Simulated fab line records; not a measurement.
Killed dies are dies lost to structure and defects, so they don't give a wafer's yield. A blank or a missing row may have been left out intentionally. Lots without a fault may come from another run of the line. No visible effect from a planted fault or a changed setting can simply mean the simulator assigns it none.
Which tool is to blame? + flow nand harc + Sampling: 14 lots, 42 wafers, 2 of 1159 route steps

WHAT THE GAUGES SHOWED, per wafer
NHARC_A_BLC_INSPECT_28.
| lot  | measured     | on                | raw defect count |
|------|--------------|-------------------|------------------|
| L927 | day 17 22:06 | defect inspect-01 | 318 422 311      |
| L928 | day 17 22:43 | defect inspect-02 | 411 347 508      |
| L929 | day 18 08:11 | defect inspect-02 | 339 456 514      |
| L931 | day 18 14:07 | defect inspect-02 | 297 339 311      |
| L934 | day 19 09:01 | defect inspect-01 | 371 395 567      |
| L932 | day 20 01:01 | defect inspect-02 | 350 275 459      |
| L939 | day 20 03:19 | defect inspect-02 | 397 455 550      |
| L943 | day 21 13:41 | defect inspect-02 | 326 495 406      |
| L944 | day 21 18:08 | defect inspect-02 | 481 361 276      |
| L945 | day 21 19:46 | defect inspect-01 | 293 395 292      |
| L948 | day 22 01:28 | defect inspect-02 | 259 468 292      |
| L947 | day 22 01:54 | defect inspect-02 | 393 457 427      |
| L949 | day 22 17:23 | defect inspect-02 | 459 299 626      |
| L950 | day 24 00:20 | defect inspect-02 | 334 361 379      |

NHARC_A_M0_INSPECT_11.
| lot  | measured     | on                | raw defect count |
|------|--------------|-------------------|------------------|
| L927 | day 17 23:08 | defect inspect-01 | 19 32 26         |
| L928 | day 17 23:47 | defect inspect-01 | 18 13 14         |
| L929 | day 18 09:14 | defect inspect-02 | 10 12 18         |
| L931 | day 18 15:02 | defect inspect-01 | 17 8 15          |
| L934 | day 19 10:03 | defect inspect-01 | 16 15 21         |
| L932 | day 20 02:02 | defect inspect-01 | 33 46 34         |
| L939 | day 20 04:13 | defect inspect-02 | 10 8 11          |
| L943 | day 21 14:43 | defect inspect-01 | 28 45 40         |
| L944 | day 21 19:02 | defect inspect-01 | 40 29 25         |
| L945 | day 21 20:48 | defect inspect-01 | 15 14 16         |
| L948 | day 22 02:29 | defect inspect-02 | 56 46 52         |
| L947 | day 22 02:56 | defect inspect-01 | 17 21 21         |
| L949 | day 22 18:17 | defect inspect-01 | 17 26 24         |
| L950 | day 24 01:21 | defect inspect-02 | 37 56 44         |

EACH LOT AND THE TOOL THAT RAN IT (in order: tool; ch and the chambers of the sampled wafers; start)
Before these readings, the record contains no process step.

WHAT THE TOOLS THEMSELVES READ (means of the sampled wafers that have a number; where no wafer has one, the mark that the record gives instead)
The record holds no such reading with a usual standard deviation.

THE ANSWER, worked out from the rows above alone
Rule: what is usual is taken from the lots themselves. The widest of any qualifying gaps counts: lots, ordered by their means at a reading, are off when they make up no more than a third of the lots, leave a main group of 4 or more, and stand apart from it by 3 or more times the standard deviation of that group's means. A main group whose means are all the same, to the digits that the tables above print for the reading, isn't used. A lot without any number at a reading at which 4 lots or more have one is off too. All remaining lots with rows at the step are treated as sound. Order of review: gauges by route order, followed by the tools' own readings, for which a lot's mean as printed above is used. At the first step where some lot is off, the reading lying furthest off is the one used; lots without a number count as furthest.
Nothing can be told from this: no lot is off at any reading shown.

WHAT HAD BEEN PUT IN BY THE SIMULATOR
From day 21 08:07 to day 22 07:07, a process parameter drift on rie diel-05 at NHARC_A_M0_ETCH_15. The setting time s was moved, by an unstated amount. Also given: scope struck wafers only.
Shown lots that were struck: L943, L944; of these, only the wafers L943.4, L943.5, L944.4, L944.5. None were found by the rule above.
